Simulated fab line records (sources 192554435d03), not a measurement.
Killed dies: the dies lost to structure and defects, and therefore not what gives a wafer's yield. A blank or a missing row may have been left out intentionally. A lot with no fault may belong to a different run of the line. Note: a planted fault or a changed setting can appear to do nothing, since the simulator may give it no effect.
The tool behind it: which one? || flow n5_finfet || 19 wafers from 7 lots sampled at 4 of the route's 1938 steps

== WHAT THE GAUGES READ, wafer by wafer ==
N5_SDB_OVL_MEAS_12.
{"lot": "L219", "measured": "day 4 00:03", "on": "overlay-01", "SDB_OVL (nm)": "-1.6 -1.6"}
{"lot": "L221", "measured": "day 4 12:44", "on": "overlay-02", "SDB_OVL (nm)": "1.2 0.6"}
{"lot": "L225", "measured": "day 5 13:13", "on": "overlay-01", "SDB_OVL (nm)": "-0.7 -0.9 -0.9"}
{"lot": "L227", "measured": "day 6 03:56", "on": "overlay-01", "SDB_OVL (nm)": "-1.3 -1.0 -1.0"}
{"lot": "L229", "measured": "day 6 12:37", "on": "overlay-02", "SDB_OVL (nm)": "1.3 0.7 1.1"}
{"lot": "L238", "measured": "day 8 20:09", "on": "overlay-01", "SDB_OVL (nm)": "-0.1 0.4 0.3"}
{"lot": "L241", "measured": "day 9 14:50", "on": "overlay-01", "SDB_OVL (nm)": "-0.3 -0.5 -0.3"}

== EACH LOT AND THE TOOL THAT RAN IT (in order: tool; ch and the chambers of the sampled wafers; start) ==
{"lot": "L219", "N5_SD_EPI_N_LINER_46": "ald_sin-02 ch 1,3, day 3 11:53", "N5_SD_ACTIVATION_RTA_00": "rtp_anneal-01 ch 0, day 3 16:20", "N5_ILD0_CMP_07": "cmp-03 ch 1,3, day 3 20:14"}
{"lot": "L221", "N5_SD_EPI_N_LINER_46": "ald_sin-02 ch 1,3, day 4 00:26", "N5_SD_ACTIVATION_RTA_00": "rtp_anneal-02 ch 0, day 4 05:10", "N5_ILD0_CMP_07": "cmp-02 ch 0,2, day 4 08:43"}
{"lot": "L225", "N5_SD_EPI_N_LINER_46": "ald_sin-02 ch 0,1,3, day 5 01:10", "N5_SD_ACTIVATION_RTA_00": "rtp_anneal-01 ch 0, day 5 05:42", "N5_ILD0_CMP_07": "cmp-04 ch 0,1,2, day 5 09:16"}
{"lot": "L227", "N5_SD_EPI_N_LINER_46": "ald_sin-03 ch 0,1,3, day 5 15:40", "N5_SD_ACTIVATION_RTA_00": "rtp_anneal-02 ch 0, day 5 20:27", "N5_ILD0_CMP_07": "cmp-02 ch 0,2,3, day 5 23:52"}
{"lot": "L229", "N5_SD_EPI_N_LINER_46": "ald_sin-01 ch 0,1,2, day 6 00:44", "N5_SD_ACTIVATION_RTA_00": "rtp_anneal-02 ch 0, day 6 05:14", "N5_ILD0_CMP_07": "cmp-02 ch 0,1,2, day 6 08:43"}
{"lot": "L238", "N5_SD_EPI_N_LINER_46": "ald_sin-03 ch 1,2,3, day 8 07:33", "N5_SD_ACTIVATION_RTA_00": "rtp_anneal-01 ch 0, day 8 12:23", "N5_ILD0_CMP_07": "cmp-03 ch 1,2,3, day 8 16:08"}
{"lot": "L241", "N5_SD_EPI_N_LINER_46": "ald_sin-01 ch 0,1,2, day 9 02:11", "N5_SD_ACTIVATION_RTA_00": "rtp_anneal-02 ch 0, day 9 06:41", "N5_ILD0_CMP_07": "cmp-04 ch 0,1,2, day 9 10:49"}
- N5_SD_EPI_N_LINER_46: material SiNx, target thk 3 nm.
- N5_SD_ACTIVATION_RTA_00: time 0 s.
- N5_ILD0_CMP_07: polishes SiO2 flowable, stops on poly-Si, t overpolish 1.18 s, target thk 138.88 nm.

== THE ANSWER, worked out from the rows above alone ==
Rule: the lots themselves supply what counts as usual. The widest of any qualifying gaps counts: lots, ordered by their means at a reading, are off when they make up no more than a third of the lots, leave a main group of 4 or more, and stand apart from it by 3 or more times the standard deviation of that group's means. A main group whose means are all the same, to the digits that the tables above print for the reading, isn't used. A lot without any number at a reading at which 4 lots or more have one is off too. Any other lot the step has rows for is counted as sound.
No lot is off on any of the readings shown, so nothing can be concluded from this.

== WHAT THE SIMULATOR HAD INSERTED ==
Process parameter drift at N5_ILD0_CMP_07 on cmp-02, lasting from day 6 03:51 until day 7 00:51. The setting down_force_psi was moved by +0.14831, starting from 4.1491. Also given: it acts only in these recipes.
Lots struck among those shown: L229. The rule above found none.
